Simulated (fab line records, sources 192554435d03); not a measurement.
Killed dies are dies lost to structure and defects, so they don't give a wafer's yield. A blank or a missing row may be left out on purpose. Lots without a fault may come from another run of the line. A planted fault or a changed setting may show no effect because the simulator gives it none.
Which tool did it? | flow n5_finfet | 24 lots, 72 wafers sampled, at 6 steps of a route of 1938

WHAT THE GAUGES READ, wafer by wafer
The record holds no reading of a measuring or inspecting step that can be judged against a usual standard deviation.

WHICH TOOL RAN EACH LOT (tool, then ch and the chambers of the sampled wafers, then the start)
lot  | N5_MOL_CONTACT_COAG_ETCHBACK_132   | N5_MOL_CONTACT_COAG_CMP_52    | N5_BEOL_M0_SAQP_HM_DEP_02    | N5_BEOL_M0_SAQP_PECVD_03        | N5_BEOL_M0_SAQP_PECVD_04        | N5_BEOL_M0_SAQP_RECESS_114
L074 | rie_diel-06 ch 0,1,2, day 5 04:50  | cmp-01 ch 0,1,3, day 5 07:03  | pvd_sputter-03, day 5 14:10  | pecvd-03 ch 0,1,2, day 5 14:17  | pecvd-03 ch 0,1,2, day 5 14:25  | vapor_etch-01 ch 0,1, day 5 15:28
L075 | rie_diel-04 ch 0,1,2, day 5 09:10  | cmp-02 ch 0,1,3, day 5 11:24  | pvd_sputter-01, day 5 17:43  | pecvd-03 ch 0,1, day 5 17:50    | pecvd-03 ch 0,1, day 5 17:56    | vapor_etch-01 ch 0,1, day 5 19:02
L076 | rie_diel-01 ch 0,2, day 5 18:34    | cmp-03 ch 0,2,3, day 5 21:15  | pvd_sputter-03, day 6 01:03  | pecvd-04 ch 0,1,2, day 6 01:10  | pecvd-04 ch 0,1,2, day 6 01:17  | vapor_etch-02 ch 0,1, day 6 02:28
L077 | rie_diel-01 ch 2,3, day 5 22:21    | cmp-01 ch 1,2, day 6 01:02    | pvd_sputter-02, day 6 05:42  | pecvd-04 ch 0,1,2, day 6 05:49  | pecvd-04 ch 0,1,2, day 6 05:56  | vapor_etch-01 ch 0,1, day 6 07:08
L078 | rie_diel-06 ch 0,1,2, day 6 04:57  | cmp-03 ch 0,2,3, day 6 07:10  | pvd_sputter-03, day 6 11:44  | pecvd-01 ch 0,1,2, day 6 11:51  | pecvd-01 ch 0,1,2, day 6 11:58  | vapor_etch-01 ch 0,1, day 6 13:02
L079 | rie_diel-01 ch 1,2,3, day 6 17:11  | cmp-02 ch 1,2,3, day 6 19:35  | pvd_sputter-02, day 6 23:53  | pecvd-03 ch 0,1,2, day 7 00:00  | pecvd-03 ch 0,1,2, day 7 00:07  | vapor_etch-01 ch 0,1, day 7 01:10
L080 | rie_diel-04 ch 0,1,3, day 6 17:25  | cmp-02 ch 0,1,3, day 6 19:55  | pvd_sputter-02, day 7 02:47  | pecvd-01 ch 0,2, day 7 02:54    | pecvd-01 ch 0,2, day 7 03:01    | vapor_etch-01 ch 0,1, day 7 04:06
L081 | rie_diel-06 ch 0,2,3, day 6 22:51  | cmp-03 ch 1,2, day 7 01:25    | pvd_sputter-01, day 7 08:04  | pecvd-03 ch 0,1, day 7 08:12    | pecvd-03 ch 0,1, day 7 08:19    | vapor_etch-01 ch 0,1, day 7 09:40
L082 | rie_diel-06 ch 1,3, day 7 06:55    | cmp-02 ch 0,3, day 7 10:06    | pvd_sputter-03, day 7 16:29  | pecvd-04 ch 0,1,2, day 7 16:37  | pecvd-04 ch 0,1,2, day 7 16:43  | vapor_etch-01 ch 0,1, day 7 17:56
L083 | rie_diel-06 ch 0,1,3, day 7 12:57  | cmp-02 ch 1,2,3, day 7 15:11  | pvd_sputter-03, day 7 19:59  | pecvd-01 ch 0,2, day 7 20:06    | pecvd-01 ch 0,2, day 7 20:13    | vapor_etch-02 ch 1, day 7 21:36
L084 | rie_diel-06 ch 0,3, day 7 18:03    | cmp-01 ch 0,1,3, day 7 20:40  | pvd_sputter-02, day 8 00:32  | pecvd-03 ch 0,2, day 8 00:39    | pecvd-03 ch 0,2, day 8 00:50    | vapor_etch-01 ch 0,1, day 8 02:03
L085 | rie_diel-01 ch 0,2, day 8 07:29    | cmp-02 ch 2,3, day 8 09:55    | pvd_sputter-02, day 8 14:46  | pecvd-03 ch 1,2, day 8 14:53    | pecvd-03 ch 1,2, day 8 15:01    | vapor_etch-02 ch 0,1, day 8 16:14
L086 | rie_diel-04 ch 0,1, day 8 07:35    | cmp-01 ch 1,2, day 8 10:05    | pvd_sputter-02, day 8 18:01  | pecvd-03 ch 0,2, day 8 18:08    | pecvd-03 ch 0,2, day 8 18:16    | vapor_etch-02 ch 0,1, day 8 19:41
L087 | rie_diel-06 ch 0,3, day 8 09:01    | cmp-01 ch 2,3, day 8 11:24    | pvd_sputter-02, day 8 17:55  | pecvd-04 ch 0,1,2, day 8 18:02  | pecvd-04 ch 0,1,2, day 8 18:10  | vapor_etch-02 ch 0,1, day 8 19:27
L088 | rie_diel-04 ch 1,2,3, day 8 17:01  | cmp-01 ch 0,1,3, day 8 19:13  | pvd_sputter-01, day 8 23:29  | pecvd-01 ch 1,2, day 8 23:37    | pecvd-01 ch 1,2, day 8 23:44    | vapor_etch-01 ch 0,1, day 9 00:58
L089 | rie_diel-06 ch 0,1,2, day 9 00:16  | cmp-02 ch 1,3, day 9 03:02    | pvd_sputter-01, day 9 08:10  | pecvd-04 ch 1, day 9 08:18      | pecvd-04 ch 1, day 9 08:28      | vapor_etch-02 ch 0,1, day 9 09:40
L091 | rie_diel-06 ch 0,1,3, day 9 07:22  | cmp-02 ch 1,2,3, day 9 10:04  | pvd_sputter-02, day 9 14:58  | pecvd-03 ch 0,2, day 9 15:05    | pecvd-03 ch 0,2, day 9 15:12    | vapor_etch-02 ch 0,1, day 9 16:32
L090 | rie_diel-04 ch 1,2, day 9 12:17    | cmp-03 ch 0,1,2, day 9 14:34  | pvd_sputter-03, day 9 20:05  | pecvd-04 ch 1,2, day 9 20:12    | pecvd-04 ch 1,2, day 9 20:22    | vapor_etch-02 ch 0,1, day 9 21:34
L092 | rie_diel-04 ch 1,2,3, day 9 19:29  | cmp-02 ch 0,1,3, day 9 22:07  | pvd_sputter-01, day 10 02:44 | pecvd-01 ch 0,1,2, day 10 02:52 | pecvd-01 ch 0,1,2, day 10 02:59 | vapor_etch-01 ch 0,1, day 10 04:18
L093 | rie_diel-04 ch 1,2,3, day 9 19:59  | cmp-02 ch 0,2,3, day 9 22:37  | pvd_sputter-02, day 10 06:22 | pecvd-01 ch 0,1, day 10 06:29   | pecvd-01 ch 0,1, day 10 06:36   | vapor_etch-01 ch 0,1, day 10 07:48
L094 | rie_diel-06 ch 0,2,3, day 9 23:28  | cmp-03 ch 0,1,3, day 10 01:52 | pvd_sputter-01, day 10 09:55 | pecvd-03 ch 0,1, day 10 10:03   | pecvd-03 ch 0,1, day 10 10:10   | vapor_etch-01 ch 0,1, day 10 11:25
L095 | rie_diel-06 ch 0,3, day 10 07:35   | cmp-02 ch 0,1, day 10 09:48   | pvd_sputter-02, day 10 13:41 | pecvd-04 ch 0,2, day 10 13:49   | pecvd-04 ch 0,2, day 10 13:56   | vapor_etch-01 ch 0, day 10 15:01
L096 | rie_diel-04 ch 1,2,3, day 10 17:23 | cmp-01 ch 1,2,3, day 10 20:01 | pvd_sputter-02, day 11 00:26 | pecvd-03 ch 1,2, day 11 00:34   | pecvd-03 ch 1,2, day 11 00:40   | vapor_etch-01 ch 0,1, day 11 01:58
L097 | rie_diel-04 ch 0,2, day 10 21:05   | cmp-02 ch 0,2, day 10 23:25   | pvd_sputter-02, day 11 03:38 | pecvd-01 ch 0,1, day 11 03:46   | pecvd-01 ch 0,1, day 11 03:52   | vapor_etch-02 ch 0,1, day 11 05:07
- N5_MOL_CONTACT_COAG_ETCHBACK_132: etches SiO2 in CHF3, target depth 10 nm, time 6.7 s.
- N5_MOL_CONTACT_COAG_CMP_52: polishes, stops on SiO2, t overpolish 1.5 s, target thk 66.5 nm.
- N5_BEOL_M0_SAQP_HM_DEP_02: deposits TiN, target thk 12 nm.
- N5_BEOL_M0_SAQP_PECVD_03: deposits SiCN from 3MS/NH3, target thk 12 nm, time 21.1 s.
- N5_BEOL_M0_SAQP_PECVD_04: deposits a-Si from SiH4/He, target thk 60 nm, time 60.2 s.
- N5_BEOL_M0_SAQP_RECESS_114: chemistry HF/NH3, target SiO2, target depth 14.4 nm, afs cycles 3, sublimation time 60 s.

WHAT THE TOOLS THEMSELVES READ (means of the sampled wafers that have a number; where no wafer has one, the mark that the record gives instead)
N5_MOL_CONTACT_COAG_ETCHBACK_132.
lot  | tool        | drypump_motor_current_A (A) | mfc_ar_sccm (sccm) | oes_product_au (a.u.) | rf_fwd_power_W (W) | rf_vpp_V (V) | showerhead_plenum_p_Torr (Torr) | throttle_valve_pct (%)
L074 | rie_diel-06 | 5.4                         | 200.5              | 0.73                  | 600.7              | 519          | 2.40                            | 18.83
L075 | rie_diel-04 | 5.9                         | 199.9              | 0.71                  | 602.7              | 520          | 2.33                            | 18.93
L076 | rie_diel-01 | 5.4                         | 200.0              | 0.73                  | 601.8              | 524          | 2.41                            | 18.81
L077 | rie_diel-01 | 5.6                         | 200.5              | 0.82                  | 602.2              | 522          | 2.40                            | 18.58
L078 | rie_diel-06 | 5.4                         | 200.0              | 0.72                  | 601.2              | 519          | 2.40                            | 18.84
L079 | rie_diel-01 | 5.4                         | 200.3              | 0.88                  | 601.9              | 519          | 2.38                            | 18.51
L080 | rie_diel-04 | 5.6                         | 200.6              | 0.72                  | 606.7              | 521          | 2.33                            | 18.76
L081 | rie_diel-06 | 5.9                         | 199.4              | 0.74                  | 597.8              | 522          | 2.43                            | 18.86
L082 | rie_diel-06 | 5.8                         | 200.0              | 0.71                  | 601.0              | 517          | 2.39                            | 18.78
L083 | rie_diel-06 | 5.9                         | 199.9              | 0.73                  | 600.1              | 520          | 2.43                            | 18.79
L084 | rie_diel-06 | 6.4                         | 199.7              | 0.75                  | 600.6              | 522          | 2.47                            | 18.80
L085 | rie_diel-01 | 5.5                         | 199.8              | 0.80                  | 601.6              | 523          | 2.40                            | 18.71
L086 | rie_diel-04 | 5.6                         | 200.0              | 0.70                  | 601.3              | 522          | 2.35                            | 18.84
L087 | rie_diel-06 | 6.3                         | 200.2              | 0.74                  | 600.2              | 522          | 2.46                            | 18.81
L088 | rie_diel-04 | 6.0                         | 200.0              | 0.79                  | 604.4              | 523          | 2.39                            | 18.61
L089 | rie_diel-06 | 5.4                         | 200.3              | 0.79                  | 600.7              | 519          | 2.39                            | 18.74
L091 | rie_diel-06 | 5.9                         | 200.0              | 0.72                  | 599.7              | 520          | 2.43                            | 18.82
L090 | rie_diel-04 | 6.2                         | 199.6              | 0.85                  | 604.8              | 523          | 2.47                            | 18.67
L092 | rie_diel-04 | 5.9                         | 200.6              | 0.78                  | 604.0              | 522          | 2.38                            | 18.62
L093 | rie_diel-04 | 5.9                         | 200.0              | 0.78                  | 603.2              | 523          | 2.38                            | 18.62
L094 | rie_diel-06 | 5.9                         | 200.2              | 0.80                  | 601.0              | 520          | 2.42                            | 18.75
L095 | rie_diel-06 | 5.9                         | 199.9              | 0.74                  | 598.9              | 524          | 2.47                            | 18.85
L096 | rie_diel-04 | 5.9                         | 200.2              | 0.77                  | 604.0              | 523          | 2.38                            | 18.63
L097 | rie_diel-04 | 5.9                         | 200.2              | 0.93                  | 602.8              | 521          | 2.41                            | 18.76

N5_MOL_CONTACT_COAG_CMP_52.
lot  | tool   | motor_current_A (A) | overpolish_run_s (s) | platen_rpm (rpm) | time_to_endpoint_s (s)
L074 | cmp-01 | 11.4                | 1.502                | 50.29            | 14.6
L075 | cmp-02 | 12.6                | 1.497                | 50.28            | 15.9
L076 | cmp-03 | 12.1                | 1.499                | 50.33            | 16.3
L077 | cmp-01 | 10.7                | 1.509                | 50.29            | 16.4
L078 | cmp-03 | 11.9                | 1.499                | 50.31            | 16.4
L079 | cmp-02 | 12.7                | 1.504                | 50.30            | 16.1
L080 | cmp-02 | 12.9                | 1.501                | 50.29            | 16.0
L081 | cmp-03 | 11.6                | 1.491                | 50.29            | 14.0
L082 | cmp-02 | 12.7                | 1.504                | 50.24            | 18.5
L083 | cmp-02 | 12.6                | 1.494                | 50.26            | 14.8
L084 | cmp-01 | 11.4                | 1.496                | 50.29            | 16.9
L085 | cmp-02 | 12.4                | 1.511                | 50.26            | 12.5
L086 | cmp-01 | 11.1                | 1.486                | 50.27            | 14.0
L087 | cmp-01 | 11.4                | 1.498                | 50.34            | 14.4
L088 | cmp-01 | 11.6                | 1.494                | 50.28            | 12.7
L089 | cmp-02 | 13.2                | 1.490                | 50.30            | 14.8
L091 | cmp-02 | 12.3                | 1.497                | 50.30            | 13.8
L090 | cmp-03 | 11.9                | 1.494                | 50.27            | 13.2
L092 | cmp-02 | 12.6                | 1.505                | 50.28            | 13.2
L093 | cmp-02 | 11.7                | 1.494                | 50.29            | 11.1
L094 | cmp-03 | 11.2                | 1.499                | 50.31            | 13.7
L095 | cmp-02 | 12.5                | 1.499                | 50.29            | 11.8
L096 | cmp-01 | 11.3                | 1.494                | 50.33            | 9.9
L097 | cmp-02 | 11.1                | 1.492                | 50.29            | 13.1

N5_BEOL_M0_SAQP_HM_DEP_02.
lot  | tool           | throttle_valve_pct (%)
L074 | pvd_sputter-03 | 29.8
L075 | pvd_sputter-01 | 30.5
L076 | pvd_sputter-03 | 29.0
L077 | pvd_sputter-02 | 30.9
L078 | pvd_sputter-03 | 29.3
L079 | pvd_sputter-02 | 30.4
L080 | pvd_sputter-02 | 29.5
L081 | pvd_sputter-01 | 29.7
L082 | pvd_sputter-03 | 30.4
L083 | pvd_sputter-03 | 29.7
L084 | pvd_sputter-02 | 29.7
L085 | pvd_sputter-02 | 29.7
L086 | pvd_sputter-02 | 30.4
L087 | pvd_sputter-02 | 31.2
L088 | pvd_sputter-01 | 30.1
L089 | pvd_sputter-01 | 30.4
L091 | pvd_sputter-02 | 28.8
L090 | pvd_sputter-03 | 29.9
L092 | pvd_sputter-01 | 30.4
L093 | pvd_sputter-02 | 30.3
L094 | pvd_sputter-01 | 30.4
L095 | pvd_sputter-02 | 29.3
L096 | pvd_sputter-02 | 29.3
L097 | pvd_sputter-02 | 29.8

N5_BEOL_M0_SAQP_PECVD_03.
lot  | tool     | rf_fwd_power_W (W) | showerhead_plenum_p_Torr (Torr) | throttle_valve_pct (%)
L074 | pecvd-03 | 199.0              | 3.669                           | 8.9
L075 | pecvd-03 | 198.0              | 3.659                           | 8.7
L076 | pecvd-04 | 199.4              | 3.673                           | 8.7
L077 | pecvd-04 | 199.6              | 3.666                           | 8.8
L078 | pecvd-01 | 198.7              | 3.680                           | 8.9
L079 | pecvd-03 | 199.0              | 3.669                           | 8.6
L080 | pecvd-01 | 200.0              | 3.672                           | 8.7
L081 | pecvd-03 | 198.5              | 3.660                           | 8.5
L082 | pecvd-04 | 199.3              | 3.668                           | 8.8
L083 | pecvd-01 | 199.4              | 3.679                           | 8.8
L084 | pecvd-03 | 199.3              | 3.667                           | 8.6
L085 | pecvd-03 | 199.2              | 3.667                           | 9.2
L086 | pecvd-03 | 199.2              | 3.669                           | 8.7
L087 | pecvd-04 | 199.0              | 3.681                           | 8.9
L088 | pecvd-01 | 198.6              | 3.680                           | 8.9
L089 | pecvd-04 | 200.4              | 3.671                           | 9.4
L091 | pecvd-03 | 199.2              | 3.669                           | 8.4
L090 | pecvd-04 | 199.9              | 3.666                           | 9.1
L092 | pecvd-01 | 199.0              | 3.679                           | 8.7
L093 | pecvd-01 | 198.5              | 3.677                           | 9.0
L094 | pecvd-03 | 198.7              | 3.662                           | 8.5
L095 | pecvd-04 | 199.1              | 3.674                           | 8.7
L096 | pecvd-03 | 198.6              | 3.673                           | 9.2
L097 | pecvd-01 | 199.5              | 3.678                           | 9.0

N5_BEOL_M0_SAQP_PECVD_04.
lot  | tool     | heater_power_w (W) | rf_fwd_power_W (W) | showerhead_plenum_p_Torr (Torr) | throttle_valve_pct (%)
L074 | pecvd-03 | 733                | 99.2               | 5.673                           | 17.4
L075 | pecvd-03 | 748                | 99.3               | 5.670                           | 17.7
L076 | pecvd-04 | 642                | 99.7               | 5.690                           | 17.8
L077 | pecvd-04 | 635                | 99.0               | 5.686                           | 17.5
L078 | pecvd-01 | 621                | 99.4               | 5.709                           | 17.8
L079 | pecvd-03 | 670                | 99.0               | 5.674                           | 17.6
L080 | pecvd-01 | 605                | 99.4               | 5.704                           | 17.8
L081 | pecvd-03 | 716                | 99.5               | 5.652                           | 16.9
L082 | pecvd-04 | 609                | 99.6               | 5.704                           | 17.8
L083 | pecvd-01 | 604                | 99.5               | 5.703                           | 17.7
L084 | pecvd-03 | 665                | 99.3               | 5.691                           | 17.4
L085 | pecvd-03 | 745                | 99.5               | 5.696                           | 18.2
L086 | pecvd-03 | 690                | 99.2               | 5.689                           | 17.5
L087 | pecvd-04 | 641                | 99.5               | 5.692                           | 17.7
L088 | pecvd-01 | 633                | 99.2               | 5.730                           | 18.0
L089 | pecvd-04 | 801                | 99.6               | 5.691                           | 18.9
L091 | pecvd-03 | 723                | 99.1               | 5.674                           | 16.9
L090 | pecvd-04 | 698                | 99.4               | 5.676                           | 18.2
L092 | pecvd-01 | 583                | 99.5               | 5.721                           | 18.0
L093 | pecvd-01 | 577                | 99.5               | 5.713                           | 18.1
L094 | pecvd-03 | 683                | 99.3               | 5.652                           | 17.1
L095 | pecvd-04 | 566                | 99.1               | 5.705                           | 17.3
L096 | pecvd-03 | 726                | 99.1               | 5.690                           | 18.4
L097 | pecvd-01 | 577                | 99.2               | 5.714                           | 17.9

N5_BEOL_M0_SAQP_RECESS_114.
lot  | tool          | drypump_motor_current_A (A) | temp_c (C)
L074 | vapor_etch-01 | 5.9                         | 30.10
L075 | vapor_etch-01 | 5.9                         | 30.08
L076 | vapor_etch-02 | 5.5                         | 29.98
L077 | vapor_etch-01 | 5.9                         | 29.99
L078 | vapor_etch-01 | 5.9                         | 29.91
L079 | vapor_etch-01 | 5.9                         | 30.12
L080 | vapor_etch-01 | 5.9                         | 30.00
L081 | vapor_etch-01 | 5.9                         | 30.05
L082 | vapor_etch-01 | 5.9                         | 30.02
L083 | vapor_etch-02 | 5.4                         | 29.99
L084 | vapor_etch-01 | 6.1                         | 30.03
L085 | vapor_etch-02 | 5.5                         | 30.03
L086 | vapor_etch-02 | 5.5                         | 30.10
L087 | vapor_etch-02 | 5.5                         | 29.84
L088 | vapor_etch-01 | 6.1                         | 30.08
L089 | vapor_etch-02 | 5.5                         | 30.05
L091 | vapor_etch-02 | 5.4                         | 29.98
L090 | vapor_etch-02 | 5.5                         | 30.13
L092 | vapor_etch-01 | 5.9                         | 30.00
L093 | vapor_etch-01 | 5.9                         | 29.97
L094 | vapor_etch-01 | 6.2                         | 30.03
L095 | vapor_etch-01 | 6.4                         | 30.04
L096 | vapor_etch-01 | 6.1                         | 30.11
L097 | vapor_etch-02 | 5.5                         | 30.12

THE ANSWER, worked out from the rows above alone
Rule: what is usual is taken from the lots themselves. Put in order of their means at a reading, lots are off if they are a third of the lots or fewer, leave a main group of 4 or more, and stand apart from it by a gap of 3 or more times the standard deviation of the main group's means; of several such gaps the widest counts. A main group whose means are all the same, to the digits that the tables above print for the reading, isn't used. A lot without any number at a reading at which 4 lots or more have one is off too. The other lots that the step has rows for count as sound. The gauges are gone through in route order, then the tools' own readings, and for those a lot's mean is taken as printed above. The first step at which some lot is off is used, and at that step the reading that is off furthest; a lot without a number counts as furthest.
No lot is off at any reading shown: from this, nothing can be told.

WHAT THE SIMULATOR HAD PUT IN
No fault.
